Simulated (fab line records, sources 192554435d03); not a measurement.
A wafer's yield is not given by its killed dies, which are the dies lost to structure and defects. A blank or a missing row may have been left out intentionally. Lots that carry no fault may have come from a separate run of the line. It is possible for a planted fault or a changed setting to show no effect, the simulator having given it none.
A lot that was struck, set against a sound lot | flow n5-finfet | 15 out of 1938 route steps
Sound: the wafers L336.1, L336.2, L336.5. Struck: wafer L348.1. (L348.6 of the same lot was not struck and is left out.) The cause comes at the end.
At each step with rows: each side's tool, then ch and its chambers, then its first start. Under that, the readings that differ: sound wafers | struck wafers | difference of the means | sigmas: that difference in standard deviations of wafers without a fault.
alike: a reading whose means differ by less than 2 such deviations, as well as words and numbers matching on both sides. not compared: withheld readings; readings where some wafer has no value; bounds like >300 that might hide an equal value; numbers whose values overlap and for which the record gives no deviation.
Wherever a step has rows on one side only, a row that says differs or no value, or a row with sigmas, the two part there. Non-overlapping numbers with no deviation appear without sigmas and do not part them. A reading that every wafer of one side lacks parts them only if that side has two wafers or more.

N5_BEOL_M6_STRIP_80: strips in N2/H2, time 10 s.
  sound on rie-diel-02 ch 0,1; struck on rie-diel-04 ch 2
  reading                     | sound       | struck | difference | sigmas
  drypump-motor-current-A (A) | 5.9 6.1 6.2 | 5.3    | -0.8       | -2
  alike: chamber-pressure-mTorr, oes-product-au, rf-vpp-V, showerhead-plenum-p-Torr, throttle-valve-pct
  not compared: rf-hours-counter-h
N5_BEOL_M6_OCD_MEAS_38:
  sound on ocd-01, day 9 11:34; struck on ocd-01, day 13 11:16
  alike: trench-depth-nm
then, 4 steps without rows for these wafers: N5_BEOL_M6_HM_STRIP_39 (strips TiN in peroxide tin strip, target depth 25 nm, time 158 s); N5_BEOL_M6_SRD_40 (time 30 s); N5_BEOL_M6_PRECLEAN_42 (cleans in residue remover, time 60 s); N5_BEOL_M6_SRD_43 (time 30 s).
N5_BEOL_M6_CD_MEAS_35: target cd 40 nm, target cd y 28 nm.
  sound on cd-sem-02, day 9 11:43; struck on cd-sem-03, day 13 11:25
  alike: cd-nm
N5_BEOL_M6_CURE_75: cures SiCOH lowk, time 120 s.
  sound on uv-cure-02 ch 1, day 9 11:46; struck on uv-cure-01 ch 2, day 13 11:28
  alike: lamp-power-pct, wafer_temp_C_max
N5_BEOL_M6_DEGAS_44: time 60 s.
  sound on pvd-sputter-02, day 9 12:13; struck on pvd-sputter-02, day 13 12:07
  alike: heater-power-w
N5_BEOL_M6_PRE_CLEAN_45: time 30 s.
  sound on pvd-sputter-02, day 9 12:16; struck on pvd-sputter-02, day 13 12:10
  alike: heater-power-w
then, 2 steps without rows for these wafers: N5_BEOL_M6_ALD_77 (deposits TaN, target thk 2 nm, pulse time 2 s, purge time 3 s); N5_BEOL_M6_SURFACE_TREAT_79.
N5_BEOL_M6_CVD_78: deposits Co from CCTBA/H2, target thk 2 nm, time 142.3 s.
  sound on cvd-co-02 ch 0,2, day 9 12:57; struck on cvd-co-02 ch 0, day 13 12:46
  reading          | sound             | struck | difference | sigmas
  run-length-s (s) | 164.9 165.7 165.1 | 64.1   | -101.1     | -99 or more
N5_BEOL_M6_SPUTTER_48: material Cu, target thk 10 nm, time 1.667 s.
  sound on pvd-sputter-01, day 9 14:15; struck on pvd-sputter-02, day 13 12:53
  alike: chamber-pressure-pa, throttle-valve-pct
-- a jump in the record: the struck wafers' starts before and after are 4 days apart (it breaks off in module BEOL_M6 and resumes in module PASSIVATION, where the first step shown is number 1936 of the route) --
N5_PASSIVATION_PROBE_49:
  only the struck wafers here have rows in the record (prober-01, day 17 00:58); the sound ones have none

## WHERE THEY PART
At N5_BEOL_M6_STRIP_80 first; at N5_PASSIVATION_PROBE_49 last (within this record only).

WHY: what had been put in by the simulator
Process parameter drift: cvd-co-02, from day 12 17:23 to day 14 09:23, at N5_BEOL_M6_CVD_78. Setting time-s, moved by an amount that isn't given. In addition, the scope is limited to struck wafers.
